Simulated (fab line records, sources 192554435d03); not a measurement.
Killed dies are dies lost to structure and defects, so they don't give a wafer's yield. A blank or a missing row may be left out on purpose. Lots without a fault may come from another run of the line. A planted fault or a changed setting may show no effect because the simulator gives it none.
A struck lot beside a sound one | flow n5_finfet | 20 steps out of a route of 1938
Sound: wafers L945.1, L945.3, L945.4. Struck: wafers L935.1, L935.3, L935.6. The cause comes at the end.
At each step with rows: each side's tool, then ch and its chambers, then its first start. Under that, the readings that differ: sound wafers | struck wafers | difference of the means | sigmas: that difference in standard deviations of wafers without a fault.
alike: readings whose means differ by less than 2 such deviations, and words and numbers that are the same on both sides. not compared: withheld readings, readings that some wafer has no value for, bounds like >300 that may hide the same value, and numbers for which the record gives no deviation and whose values overlap.
The two part at a step that has a row with sigmas, a row that says differs or no value, or rows on one side only. Numbers that don't overlap but have no deviation are shown without sigmas and don't part them. A reading that every wafer of one side lacks parts them only if that side has two wafers or more.

first, 9 steps without rows for these wafers: N5_BEOL_M15_DESCUM_15 (chemistry O2, time 7.9 s); N5_BEOL_M15_ETCH_59 (etches BARC in N2/H2, target depth 89 nm, overetch 26.7 nm, time 67.9 s); N5_BEOL_M15_VIA_ETCH_16 (etches SiO2 in C4F8/O2/Ar, target depth 1792.2 nm); N5_BEOL_M15_STRIP_63 (strips in O2); N5_BEOL_M15_STRIP_64 (strips in O2); N5_BEOL_M15_STRIP_65 (strips in post etch residue remover, time 60 s); N5_BEOL_M15_SRD_66 (time 30 s, dry time 30 s); N5_BEOL_M15_COAT_56 (time 60 s, resist thk 550 nm); N5_BEOL_M15_ETCH_57 (etches SOC in N2/H2, time 750 s).
N5_BEOL_M15_COAT_60: time 60 s, resist thk 89 nm.
  sound on litho_track-03 ch 0, day 16 23:49; struck on litho_track-04 ch 0, day 15 05:25
  reading                                    | sound                | struck               | difference | sigmas
  spin_speed_rpm (rpm)                       | 1500.7 1501.3 1500.5 | 1211.5 1212.0 1213.4 | -288.5     | -99 or more
  model.BARC_of_BEOL_M15_COAT_60.thk_nm (nm) | 89.2 89.2 89         | 99 99.2 98.8         | +10        |
  alike: heater_power_total_W
then, 8 steps without rows for these wafers: N5_BEOL_M15_COAT_22 (resist thk 800 nm); N5_BEOL_M15_EBR_24; N5_BEOL_M15_SOFTBAKE_23 (time 60 s); N5_BEOL_M15_EXPOSE_25 (exposes mask M15, target cd 400 nm); N5_BEOL_M15_PEB_26 (peb time 90 s); N5_BEOL_M15_DEVELOP_27 (develop time 45 s); N5_BEOL_M15_HARDBAKE_32 (time 120 s); N5_BEOL_M15_DESCUM_33 (chemistry O2, time 7.9 s).
N5_BEOL_M15_ETCH_61: etches BARC in N2/H2, target depth 89 nm, overetch 26.7 nm, time 67.9 s.
  sound on rie_diel-04 ch 0,1,3, day 17 00:20; struck on rie_diel-02 ch 1,2, day 15 06:07
  reading                  | sound             | struck            | difference | sigmas
  rf_vpp_V (V)             | 526.8 528.9 522.0 | 522.3 520.6 520.2 | -4.9       | -2
  model.etch.depth_nm (nm) | 89.18 89.14 89.08 | 99.09 99.2 98.77  | +9.89      |
  alike: drypump_motor_current_A, oes_product_au, showerhead_plenum_p_Torr, throttle_valve_pct
  not compared: rf_hours_counter_h
then, 1 step without rows for these wafers: N5_BEOL_M15_TRENCH_ETCH_34 (etches SiO2 in C4F8/O2/Ar, target depth 872.93 nm, time 199 s).

WHERE THEY PART
First at N5_BEOL_M15_COAT_60; last, within this record, at N5_BEOL_M15_ETCH_61.

WHY: what the simulator had put in
Process parameter drift: litho_track-04, from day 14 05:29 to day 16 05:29, at N5_BEOL_M15_COAT_60. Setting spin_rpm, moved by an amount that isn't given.
